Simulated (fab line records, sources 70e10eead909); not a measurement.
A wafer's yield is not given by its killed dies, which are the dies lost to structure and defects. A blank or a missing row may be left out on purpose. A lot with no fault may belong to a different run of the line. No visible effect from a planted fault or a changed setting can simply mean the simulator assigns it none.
Matching of chambers :: flow nand harc :: NHARC_A_SLIT_ETCH_24 on rie diel-03: 4 sister chambers
The step etches the open film in CF4/CHF3, target depth 121 nm, time 60.5 s. 14 wafers are shown with their chamber, then 7 later ones without.

## EACH WAFER AND ITS CHAMBER
wafer: L666.2
chamber: 0
drypump motor current A (A): 5.9
rf vpp V (V): 373.4
throttle valve pct (%): 16.804

wafer: L666.3
chamber: 2
drypump motor current A (A): 5.9
rf vpp V (V): 367.0
throttle valve pct (%): 16.803

wafer: L666.4
chamber: 3
drypump motor current A (A): 5.6
rf vpp V (V): 370.2
throttle valve pct (%): 16.808

wafer: L670.1
chamber: 1
drypump motor current A (A): 5.3
rf vpp V (V): 368.5
throttle valve pct (%): 16.805

wafer: L670.4
chamber: 0
drypump motor current A (A): 5.9
rf vpp V (V): 371.1
throttle valve pct (%): 16.816

wafer: L670.5
chamber: 0
drypump motor current A (A): 5.9
rf vpp V (V): 371.9
throttle valve pct (%): 16.816

wafer: L673.2
chamber: 3
drypump motor current A (A): 5.5
rf vpp V (V): 371.3
throttle valve pct (%): 16.811

wafer: L673.3
chamber: 1
drypump motor current A (A): 5.3
rf vpp V (V): 368.2
throttle valve pct (%): 16.792

wafer: L673.4
chamber: 2
drypump motor current A (A): 5.9
rf vpp V (V): 367.4
throttle valve pct (%): 16.799

wafer: L676.1
chamber: 3
drypump motor current A (A): 5.5
rf vpp V (V): 370.9
throttle valve pct (%): 16.805

wafer: L676.5
chamber: 2
drypump motor current A (A): 5.9
rf vpp V (V): 367.6
throttle valve pct (%): 16.807

wafer: L676.6
chamber: 3
drypump motor current A (A): 5.5
rf vpp V (V): 371.1
throttle valve pct (%): 16.805

wafer: L677.2
chamber: 1
drypump motor current A (A): 5.2
rf vpp V (V): 368.1
throttle valve pct (%): 16.797

wafer: L677.3
chamber: 3
drypump motor current A (A): 5.5
rf vpp V (V): 369.5
throttle valve pct (%): 16.808

SIGNATURES, as means of the wafers listed above
reading: drypump motor current A
chamber 0: 5.900
chamber 1: 5.267
chamber 2: 5.900
chamber 3: 5.520
scatter within a chamber: 0.0383

reading: rf vpp V
chamber 0: 372.133
chamber 1: 368.267
chamber 2: 367.333
chamber 3: 370.600
scatter within a chamber: 0.721

reading: throttle valve pct
chamber 0: 16.81200
chamber 1: 16.79800
chamber 2: 16.80300
chamber 3: 16.80740
scatter within a chamber: 0.00489
Rule: a wafer lies at a distance from a chamber equal to the root of the sum of squares, over the readings, of (its reading less the chamber's mean, divided by the reading's scatter). The wafer belongs to the nearest chamber; if the next one is less than 2 further off, it can't be placed. The scatter is the square root of a quotient: the sum, over the shown wafers, of each reading's squared deviation from its chamber's mean, divided by wafers minus chambers.

## WAFERS MISSING THEIR CHAMBER
wafer: L677.6
drypump motor current A (A): 5.9
rf vpp V (V): 372.3
throttle valve pct (%): 16.793

wafer: L678.3
drypump motor current A (A): 5.9
rf vpp V (V): 372.3
throttle valve pct (%): 16.819

wafer: L678.4
drypump motor current A (A): 5.2
rf vpp V (V): 369.6
throttle valve pct (%): 16.796

wafer: L678.5
drypump motor current A (A): 5.9
rf vpp V (V): 372.0
throttle valve pct (%): 16.820

wafer: L685.3
drypump motor current A (A): 5.9
rf vpp V (V): 367.2
throttle valve pct (%): 16.788

wafer: L685.4
drypump motor current A (A): 5.3
rf vpp V (V): 368.5
throttle valve pct (%): 16.815

wafer: L685.6
drypump motor current A (A): 5.5
rf vpp V (V): 371.7
throttle valve pct (%): 16.810

## WHICH CHAMBER EACH ONE RAN IN
wafer: L677.6
from the rows above: 0
in truth: 0

wafer: L678.3
from the rows above: 0
in truth: 0

wafer: L678.4
from the rows above: 1
in truth: 1

wafer: L678.5
from the rows above: 0
in truth: 0

wafer: L685.3
from the rows above: 2
in truth: 2

wafer: L685.4
from the rows above: 1
in truth: 1

wafer: L685.6
from the rows above: 3
in truth: 3
Correct placement for 7 of the 7. Not placeable from these rows: 0. Placed wrongly: 0.
